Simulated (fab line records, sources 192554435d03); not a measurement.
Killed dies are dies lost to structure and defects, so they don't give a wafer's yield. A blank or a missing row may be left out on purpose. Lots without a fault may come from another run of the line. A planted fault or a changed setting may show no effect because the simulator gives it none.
Which tool did it? | flow n5_finfet | 10 lots, 30 wafers sampled, at 5 steps of a route of 1938

WHAT THE GAUGES READ, wafer by wafer
N5_BEOL_M3_OVL_MEAS_29. Usual: V2_OVL 0.3 nm, standard deviation 0.67.
lot  | measured     | on         | V2_OVL (nm)    | flag
L253 | day 7 04:17  | overlay-02 | 0.6 -0.2 -0.4  |
L252 | day 7 12:31  | overlay-02 | 1.9 0.0 1.2    |
L254 | day 7 21:42  | overlay-01 | 0.1 -0.7 0.6   |
L256 | day 8 15:38  | overlay-02 | -0.7 -0.5 -0.6 |
L259 | day 9 13:58  | overlay-01 | 1.7 1.2 -0.4   |
L263 | day 10 13:10 | overlay-02 | 0.1 0.8 0.1    |
L265 | day 11 09:22 | overlay-02 | -0.2 -0.6 -0.5 |
L269 | day 11 18:22 | overlay-02 | -0.5 0.5 -0.6  |
L271 | day 12 10:52 | overlay-01 | 1.3 1.1 0.9    |
L273 | day 13 11:42 | overlay-02 | 2.0 0.6 1.2    |

N5_BEOL_M4_RC_MEAS_101. Usual: DIBL_N 36.2 mV/V, standard deviation 1.2; DIBL_P 36.3 mV/V, standard deviation 1.3; IOFF_N 0.155 nA/um, standard deviation 0.019; IOFF_P 0.210 nA/um, standard deviation 0.029; ION_N 677 uA/um, standard deviation 8.6; ION_P 465 uA/um, standard deviation 6.8; SS_N 71.4 mV/dec, standard deviation 0.48; SS_P 73.2 mV/dec, standard deviation 0.53; VT_N 249.9 mV, standard deviation 2.4; VT_P -250 mV, standard deviation 3.2.
lot  | measured     | on        | DIBL_N (mV/V)  | DIBL_P (mV/V)  | IOFF_N (nA/um)    | IOFF_P (nA/um)    | ION_N (uA/um) | ION_P (uA/um) | SS_N (mV/dec)  | SS_P (mV/dec)  | VT_N (mV)         | VT_P (mV)      | flag
L253 | day 7 20:34  | prober-02 | 35.9 35.5 35.7 | 36.3 36.4 36.2 | 0.161 0.155 0.155 | 0.233 0.227 0.229 | 680 690 681   | 471 476 472   | 71.5 70.4 70.8 | 73.6 72.9 73.7 | 247.7 246.8 246.7 | -247 -247 -248 |
L252 | day 8 08:42  | prober-01 | 35.3 36.7 34.3 | 36.5 38.1 35.1 | 0.138 0.162 0.116 | 0.190 0.215 0.163 | 682 675 674   | 470 464 460   | 70.8 72.0 70.3 | 73.2 73.5 72.9 | 250.0 250.2 257.5 | -251 -249 -254 |
L254 | day 8 20:08  | prober-01 | 34.5 34.6 34.0 | 35.1 34.9 34.1 | 0.138 0.140 0.121 | 0.196 0.194 0.177 | 682 670 664   | 470 465 456   | 70.4 70.7 70.3 | 73.4 72.7 72.9 | 250.0 251.1 253.0 | -249 -251 -254 |
L256 | day 9 14:22  | prober-02 | 37.6 37.2 36.1 | 37.0 36.6 35.7 | 0.164 0.149 0.144 | 0.198 0.181 0.183 | 679 673 674   | 458 457 465   | 71.6 71.4 71.0 | 73.7 74.1 73.3 | 248.7 252.1 251.6 | -252 -253 -251 |
L259 | day 10 17:23 | prober-02 | 35.4 36.1 35.5 | 35.1 35.5 35.5 | 0.155 0.165 0.158 | 0.235 0.245 0.257 | 679 683 671   | 473 477 474   | 71.8 71.8 71.6 | 73.3 73.4 73.4 | 247.3 248.0 248.7 | -246 -244 -244 |
L263 | day 11 21:41 | prober-01 | 35.9 34.9 37.9 | 36.1 34.8 38.3 | 0.138 0.127 0.181 | 0.197 0.173 0.234 | 662 664 681   | 462 461 466   | 71.7 71.5 72.2 | 73.6 72.1 73.4 | 251.8 252.5 248.7 | -250 -252 -250 |
L265 | day 12 09:59 | prober-02 | 35.4 34.9 35.6 | 37.3 36.4 37.5 | 0.158 0.147 0.172 | 0.225 0.215 0.238 | 674 675 680   | 462 469 472   | 71.5 71.8 70.5 | 74.0 73.4 73.7 | 251.2 249.0 248.5 | -249 -249 -246 |
L269 | day 12 18:44 | prober-02 | 36.5 35.7 36.0 | 37.6 36.6 37.3 | 0.155 0.142 0.145 | 0.216 0.194 0.219 | 672 676 676   | 464 464 463   | 70.9 71.5 71.8 | 73.4 73.3 73.5 | 250.2 251.9 251.1 | -248 -251 -248 |
L271 | day 13 15:44 | prober-02 | 34.4 35.5 35.8 | 35.3 36.5 36.0 | 0.122 0.139 0.135 | 0.160 0.180 0.172 | 668 681 664   | 457 462 452   | 70.6 71.3 71.3 | 72.8 73.1 72.6 | 253.7 249.6 249.5 | -255 -254 -251 |
L273 | day 14 17:31 | prober-02 | 36.7 36.6 37.7 | 36.1 35.9 38.0 | 0.170 0.166 0.184 | 0.206 0.199 0.240 | 676 676 690   | 466 461 471   | 71.5 70.6 72.1 | 73.0 73.5 73.9 | 247.0 250.3 245.6 | -251 -252 -249 |

WHICH TOOL RAN EACH LOT (tool, then ch and the chambers of the sampled wafers, then the start)
lot  | N5_BEOL_M3_ETCH_70                 | N5_BEOL_M3_DEGAS_44          | N5_BEOL_M3_PRE_CLEAN_45
L253 | rie_diel-06 ch 2,3, day 7 06:59    | pvd_sputter-03, day 7 08:05  | pvd_sputter-03, day 7 08:07
L252 | rie_diel-05 ch 2,3, day 7 12:54    | pvd_sputter-01, day 7 13:52  | pvd_sputter-01, day 7 13:57
L254 | rie_diel-05 ch 0,3, day 7 22:58    | pvd_sputter-03, day 8 00:02  | pvd_sputter-03, day 8 00:05
L256 | rie_diel-05 ch 0,1, day 8 18:53    | pvd_sputter-03, day 8 19:43  | pvd_sputter-03, day 8 19:45
L259 | rie_diel-06 ch 1,2,3, day 9 19:01  | pvd_sputter-03, day 9 19:59  | pvd_sputter-03, day 9 20:02
L263 | rie_diel-05 ch 1,2, day 10 17:38   | pvd_sputter-03, day 10 18:27 | pvd_sputter-03, day 10 18:29
L265 | rie_diel-05 ch 0,1,2, day 11 13:25 | pvd_sputter-03, day 11 14:23 | pvd_sputter-03, day 11 14:26
L269 | rie_diel-03 ch 0,3, day 11 20:27   | pvd_sputter-02, day 11 21:20 | pvd_sputter-02, day 11 21:23
L271 | rie_diel-03 ch 0,2,3, day 12 12:22 | pvd_sputter-01, day 12 13:12 | pvd_sputter-01, day 12 13:14
L273 | rie_diel-06 ch 0,2,3, day 13 19:08 | pvd_sputter-01, day 13 19:42 | pvd_sputter-01, day 13 19:44
- N5_BEOL_M3_ETCH_70: etches SOC in N2/H2, target depth 80 nm, overetch 16 nm, time 120 s.
- N5_BEOL_M3_DEGAS_44: time 60 s.
- N5_BEOL_M3_PRE_CLEAN_45: time 30 s.

WHAT THE TOOLS THEMSELVES READ (means of the sampled wafers that have a number; where no wafer has one, the mark that the record gives instead)
N5_BEOL_M3_ETCH_70. Usual: bias_w 150.0 W, standard deviation 0.48; drypump_motor_current_A 5.5 A, standard deviation 0.39; oes_product_au 0.60 a.u., standard deviation 0.057; rf_vpp_V 523.9 V, standard deviation 1.9; showerhead_plenum_p_Torr 2.54 Torr, standard deviation 0.062; throttle_valve_pct 17.81 %, standard deviation 0.25.
lot  | tool        | bias_w (W) | drypump_motor_current_A (A) | oes_product_au (a.u.) | rf_vpp_V (V) | showerhead_plenum_p_Torr (Torr) | throttle_valve_pct (%) | flag
L253 | rie_diel-06 | 149.9      | 5.6                         | 0.58                  | 524.8        | 2.54                            | 17.92                  |
L252 | rie_diel-05 | 149.4      | 5.5                         | 0.61                  | 523.4        | 2.56                            | 17.71                  |
L254 | rie_diel-05 | 149.8      | 5.1                         | 0.56                  | 523.9        | 2.53                            | 17.88                  |
L256 | rie_diel-05 | 150.3      | 4.9                         | 0.58                  | 522.1        | 2.50                            | 17.89                  |
L259 | rie_diel-06 | 149.9      | 5.6                         | 0.68                  | 525.5        | 2.59                            | 17.71                  |
L263 | rie_diel-05 | 139.7      | 5.5                         | 0.62                  | 500.0        | 2.53                            | 17.92                  | OFF
L265 | rie_diel-05 | 139.5      | 5.2                         | 0.59                  | 498.0        | 2.51                            | 17.92                  | OFF
L269 | rie_diel-03 | 150.9      | 5.9                         | 0.64                  | 523.0        | 2.51                            | 17.72                  |
L271 | rie_diel-03 | 150.3      | 5.8                         | 0.59                  | 524.3        | 2.55                            | 17.75                  |
L273 | rie_diel-06 | 150.4      | 5.5                         | 0.60                  | 523.5        | 2.51                            | 17.91                  |

N5_BEOL_M3_DEGAS_44. Usual: heater_power_w 327 W, standard deviation 32.
lot  | tool           | heater_power_w (W) | flag
L253 | pvd_sputter-03 | 331                |
L252 | pvd_sputter-01 | 310                |
L254 | pvd_sputter-03 | 341                |
L256 | pvd_sputter-03 | 348                |
L259 | pvd_sputter-03 | 333                |
L263 | pvd_sputter-03 | 341                |
L265 | pvd_sputter-03 | 338                |
L269 | pvd_sputter-02 | 304                |
L271 | pvd_sputter-01 | 312                |
L273 | pvd_sputter-01 | 332                |

N5_BEOL_M3_PRE_CLEAN_45. Usual: heater_power_w 327 W, standard deviation 31.
lot  | tool           | heater_power_w (W) | flag
L253 | pvd_sputter-03 | 326                |
L252 | pvd_sputter-01 | 305                |
L254 | pvd_sputter-03 | 346                |
L256 | pvd_sputter-03 | 351                |
L259 | pvd_sputter-03 | 334                |
L263 | pvd_sputter-03 | 336                |
L265 | pvd_sputter-03 | 333                |
L269 | pvd_sputter-02 | 302                |
L271 | pvd_sputter-01 | 307                |
L273 | pvd_sputter-01 | 333                |

THE ANSWER, worked out from the rows above alone
Rule: a lot is off if the mean of its wafers that have a number lies more than 3 standard deviations from the usual mean. A lot without any number at a reading at which 4 lots or more have one is off too. The other lots that the step has rows for count as sound. The gauges are gone through in route order, then the tools' own readings, and for those a lot's mean is taken as printed above. The first step at which some lot is off is used, and at that step the reading that is off furthest; a lot without a number counts as furthest.
Off: L263, L265, at N5_BEOL_M3_ETCH_70 (bias_w).
A tool fits if, at that step or a process step before it, it ran every lot that is off, and no sound lot after the first of them. One fits: rie_diel-05 at N5_BEOL_M3_ETCH_70. Its last sound lot is L256 (day 8 18:53), its first lot that is off L263 (day 10 17:38): a fault that began between those two fits.
The tool's own readings at N5_BEOL_M3_ETCH_70 bear it out: on the lots that are off they differ by more than 5 times the standard deviation of the sound lots' means. bias_w reads 139.6 W there against 150.1 W on the sound lots; rf_vpp_V reads 499.0 V there against 523.8 V on the sound lots.

WHAT THE SIMULATOR HAD PUT IN
Process parameter drift: rie_diel-05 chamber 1, from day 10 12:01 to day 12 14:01, at N5_BEOL_M3_ETCH_70. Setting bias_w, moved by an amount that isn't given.
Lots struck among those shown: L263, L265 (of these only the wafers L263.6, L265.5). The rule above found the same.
